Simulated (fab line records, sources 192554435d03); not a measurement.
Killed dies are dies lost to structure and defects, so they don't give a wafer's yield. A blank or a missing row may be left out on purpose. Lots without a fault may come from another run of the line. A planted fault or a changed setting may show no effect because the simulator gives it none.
Which tool did it? | flow n5_finfet | 9 lots, 26 wafers sampled, at 6 steps of a route of 1938

WHAT THE GAUGES READ, wafer by wafer
N5_SD_EPI_P_CD_MEAS_09: target cd 240 nm.
lot  | measured    | on        | cd_nm (nm)
L506 | day 3 18:37 | cd_sem-02 | 240.9 240.2 240.1
L509 | day 4 11:47 | cd_sem-01 | 240.0 239.6 240.2
L511 | day 4 22:52 | cd_sem-01 | 230.3 239.3
L520 | day 7 08:19 | cd_sem-01 | 240.2 240.6 240.4
L522 | day 7 19:13 | cd_sem-03 | 240.3 240.2 240.1
L524 | day 8 05:25 | cd_sem-02 | 240.3 240.2 240.6
L525 | day 8 14:18 | cd_sem-03 | 240.8 240.2 239.6
L526 | day 8 17:08 | cd_sem-03 | 240.3 239.7 239.9
L527 | day 9 01:21 | cd_sem-01 | 241.2 240.1 240.8

N5_SD_EPI_P_OVL_MEAS_10.
lot  | measured    | on         | SD_P_BLK_OVL (nm)
L506 | day 3 18:39 | overlay-02 | -1.3 -1.1 -0.5
L509 | day 4 11:49 | overlay-02 | -1.4 -0.7 1.2
L511 | day 4 22:54 | overlay-01 | -1.1 -2.0
L520 | day 7 08:21 | overlay-02 | -2.0 -1.2 -1.3
L522 | day 7 19:14 | overlay-01 | -0.7 0.1 -1.5
L524 | day 8 05:27 | overlay-01 | 0.3 0.0 0.3
L525 | day 8 14:20 | overlay-01 | -0.2 -0.2 -0.3
L526 | day 8 17:10 | overlay-02 | -1.1 -0.3 -0.3
L527 | day 9 01:23 | overlay-01 | 0.8 -0.9 0.1

N5_BEOL_M4_RC_MEAS_101.
lot  | measured     | on        | DIBL_N (mV/V)  | DIBL_P (mV/V)  | IOFF_N (nA/um)    | IOFF_P (nA/um) | ION_N (uA/um) | ION_P (uA/um) | SS_N (mV/dec)  | SS_P (mV/dec)  | VT_N (mV)   | VT_P (mV)
L506 | day 8 12:58  | prober-02 | 36.9 35.7 36.6 | 37.2 36.3 36.6 | 0.169 0.149 0.161 | 0.21 0.19 0.20 | 677 678 678   | 463 464 460   | 71.0 71.1 71.0 | 74.0 72.9 73.4 | 245 250 247 | -251 -253 -251
L509 | day 9 03:46  | prober-01 | 36.2 37.3 35.7 | 36.6 38.7 35.5 | 0.185 0.213 0.158 | 0.28 0.30 0.24 | 690 704 682   | 481 492 469   | 71.3 71.8 71.7 | 73.0 73.5 72.8 | 244 244 248 | -242 -243 -245
L511 | day 9 22:26  | prober-01 | 34.2 34.2      | 34.8 35.4      | 0.125 0.129       | 0.21 0.21      | 667 662       | 469 465       | 71.0 71.3      | 72.6 72.9      | 251 254     | -248 -247
L520 | day 12 06:58 | prober-01 | 36.2 34.1 34.1 | 37.7 35.5 35.8 | 0.176 0.140 0.139 | 0.23 0.20 0.20 | 683 684 678   | 464 473 469   | 71.5 71.0 71.4 | 73.4 73.2 73.7 | 246 249 248 | -247 -249 -247
L522 | day 12 10:03 | prober-02 | 37.0 35.8 35.2 | 38.2 36.5 35.7 | 0.190 0.169 0.152 | 0.27 0.25 0.23 | 680 686 666   | 468 471 465   | 71.3 71.2 71.1 | 73.7 73.7 73.1 | 247 247 248 | -244 -244 -246
L524 | day 13 06:55 | prober-02 | 35.4 34.2 34.8 | 35.9 33.1 33.6 | 0.163 0.129 0.144 | 0.22 0.19 0.19 | 693 667 674   | 468 460 466   | 71.5 71.2 71.2 | 73.4 72.6 71.9 | 246 252 248 | -249 -250 -250
L525 | day 13 18:19 | prober-02 | 35.3 39.4 35.3 | 33.8 39.1 34.4 | 0.121 0.195 0.121 | 0.15 0.21 0.14 | 671 680 668   | 453 454 449   | 70.8 71.6 70.8 | 72.5 73.3 72.3 | 254 249 254 | -256 -251 -262
L526 | day 13 16:16 | prober-01 | 35.1 36.5 37.9 | 33.1 34.6 36.6 | 0.124 0.139 0.169 | 0.19 0.22 0.24 | 674 666 680   | 470 469 476   | 70.4 71.8 71.0 | 71.9 71.9 73.1 | 252 251 245 | -249 -246 -246
L527 | day 13 14:23 | prober-02 | 36.9 36.3 37.2 | 35.3 35.5 36.2 | 0.160 0.151 0.168 | 0.20 0.19 0.21 | 671 673 680   | 459 467 459   | 71.9 71.9 71.7 | 72.7 72.9 73.7 | 249 249 249 | -252 -252 -251

WHICH TOOL RAN EACH LOT (tool, then ch and the chambers of the sampled wafers, then the start)
lot  | N5_SD_EPI_N_ETCH_16               | N5_SD_EPI_P_PEB_07               | N5_SD_EPI_P_ETCH_47
L506 | rie_diel-01 ch 2,3, day 3 14:11   | litho_track-04 ch 0, day 3 18:34 | rie_diel-02 ch 0,1,3, day 3 19:14
L509 | rie_diel-04 ch 0,2,3, day 4 07:53 | litho_track-04 ch 0, day 4 11:43 | rie_diel-06 ch 0,1,3, day 4 12:23
L511 | rie_diel-03 ch 1,2, day 4 19:09   | litho_track-04 ch 0, day 4 22:49 | rie_diel-06 ch 0,1, day 4 23:29
L520 | rie_diel-04 ch 1,2,3, day 7 04:26 | litho_track-02 ch 0, day 7 08:15 | rie_diel-02 ch 0,1, day 7 08:55
L522 | rie_diel-03 ch 0,3, day 7 15:29   | litho_track-05 ch 0, day 7 19:08 | rie_diel-02 ch 1,2, day 7 19:54
L524 | rie_diel-04 ch 0,1,2, day 8 01:17 | litho_track-04 ch 0, day 8 05:21 | rie_diel-02 ch 1,2, day 8 06:01
L525 | rie_diel-01 ch 0,2,3, day 8 09:49 | litho_track-05 ch 0, day 8 14:14 | rie_diel-05 ch 0,1,2, day 8 14:54
L526 | rie_diel-03 ch 1,3, day 8 13:29   | litho_track-04 ch 0, day 8 17:04 | rie_diel-05 ch 0,1,3, day 8 17:46
L527 | rie_diel-03 ch 0,2,3, day 8 21:26 | litho_track-04 ch 0, day 9 01:17 | rie_diel-05 ch 1,2,3, day 9 01:58
- N5_SD_EPI_N_ETCH_16: etches SiO2 in CHF3/O2, target depth 5 nm.
- N5_SD_EPI_P_PEB_07: peb time 60 s.
- N5_SD_EPI_P_ETCH_47: etches SiOCN in CH3F/O2, target depth 25 nm.

WHAT THE TOOLS THEMSELVES READ (means of the sampled wafers that have a number; where no wafer has one, the mark that the record gives instead)
N5_SD_EPI_N_ETCH_16.
lot  | tool        | drypump_motor_current_A (A) | oes_product_au (a.u.) | rf_vpp_V (V) | showerhead_plenum_p_Torr (Torr) | throttle_valve_pct (%)
L506 | rie_diel-01 | 6.4                         | 0.77                  | 528          | 2.38                            | 19.17
L509 | rie_diel-04 | 5.6                         | 0.81                  | 525          | 2.34                            | 18.73
L511 | rie_diel-03 | 6.0                         | 0.73                  | 527          | 2.42                            | 18.95
L520 | rie_diel-04 | 5.6                         | 0.74                  | 526          | 2.38                            | 18.73
L522 | rie_diel-03 | 5.8                         | 0.84                  | 525          | 2.40                            | 18.80
L524 | rie_diel-04 | 5.4                         | 0.74                  | 523          | 2.37                            | 18.94
L525 | rie_diel-01 | 6.1                         | 0.82                  | 530          | 2.46                            | 18.88
L526 | rie_diel-03 | 5.6                         | 0.69                  | 522          | 2.41                            | 19.19
L527 | rie_diel-03 | 5.8                         | 0.78                  | 527          | 2.42                            | 18.86

N5_SD_EPI_P_PEB_07.
lot  | tool           | heater_power_total_W (W) | resist_line_temp_C (C)
L506 | litho_track-04 | 176.3                    | 23.17
L509 | litho_track-04 | 174.3                    | 23.06
L511 | litho_track-04 | 188.8                    | 23.12
L520 | litho_track-02 | 175.6                    | 23.11
L522 | litho_track-05 | 174.7                    | 23.13
L524 | litho_track-04 | 175.9                    | 23.12
L525 | litho_track-05 | 174.0                    | 22.77
L526 | litho_track-04 | 176.1                    | 22.96
L527 | litho_track-04 | 176.4                    | 22.95

N5_SD_EPI_P_ETCH_47.
lot  | tool        | CH3F_flow_sccm (sccm) | drypump_motor_current_A (A) | oes_product_au (a.u.) | rf_vpp_V (V) | showerhead_plenum_p_Torr (Torr) | throttle_valve_pct (%)
L506 | rie_diel-02 | 30.08                 | 6.0                         | 0.74                  | 127.3        | 1.97                            | 16.34
L509 | rie_diel-06 | 30.01                 | 5.3                         | 0.80                  | 127.8        | 2.04                            | 16.45
L511 | rie_diel-06 | 30.07                 | 5.2                         | 0.82                  | 128.8        | 2.02                            | 16.37
L520 | rie_diel-02 | 30.02                 | 5.7                         | 0.75                  | 127.5        | 2.02                            | 16.31
L522 | rie_diel-02 | 30.01                 | 5.4                         | 0.76                  | 128.0        | 2.08                            | 16.30
L524 | rie_diel-02 | 29.94                 | 5.4                         | 0.75                  | 128.4        | 2.08                            | 16.31
L525 | rie_diel-05 | 29.98                 | 6.0                         | 0.74                  | 127.6        | 1.99                            | 16.43
L526 | rie_diel-05 | 30.10                 | 6.1                         | 0.75                  | 125.8        | 2.00                            | 16.55
L527 | rie_diel-05 | 30.06                 | 6.3                         | 0.74                  | 126.9        | 1.99                            | 16.55

THE ANSWER, worked out from the rows above alone
Rule: what is usual is taken from the lots themselves. Put in order of their means at a reading, lots are off if they are a third of the lots or fewer, leave a main group of 4 or more, and stand apart from it by a gap of 3 or more times the standard deviation of the main group's means; of several such gaps the widest counts. A main group whose means are all the same, to the digits that the tables above print for the reading, isn't used. A lot without any number at a reading at which 4 lots or more have one is off too. The other lots that the step has rows for count as sound. The gauges are gone through in route order, then the tools' own readings, and for those a lot's mean is taken as printed above. The first step at which some lot is off is used, and at that step the reading that is off furthest; a lot without a number counts as furthest.
Off: L511, at N5_SD_EPI_P_CD_MEAS_09 (cd_nm). The main group: mean 240.3 nm, standard deviation 0.24.
A tool fits if, at a process step before that reading, it ran every lot that is off, and no sound lot after the first of them. The gauges at N5_SD_EPI_P_CD_MEAS_09 aren't tried: what is off there is off at N5_BEOL_M4_RC_MEAS_101 too, on other tools, and a gauge's error can't cause that. None of those tried fits.

WHAT THE SIMULATOR HAD PUT IN
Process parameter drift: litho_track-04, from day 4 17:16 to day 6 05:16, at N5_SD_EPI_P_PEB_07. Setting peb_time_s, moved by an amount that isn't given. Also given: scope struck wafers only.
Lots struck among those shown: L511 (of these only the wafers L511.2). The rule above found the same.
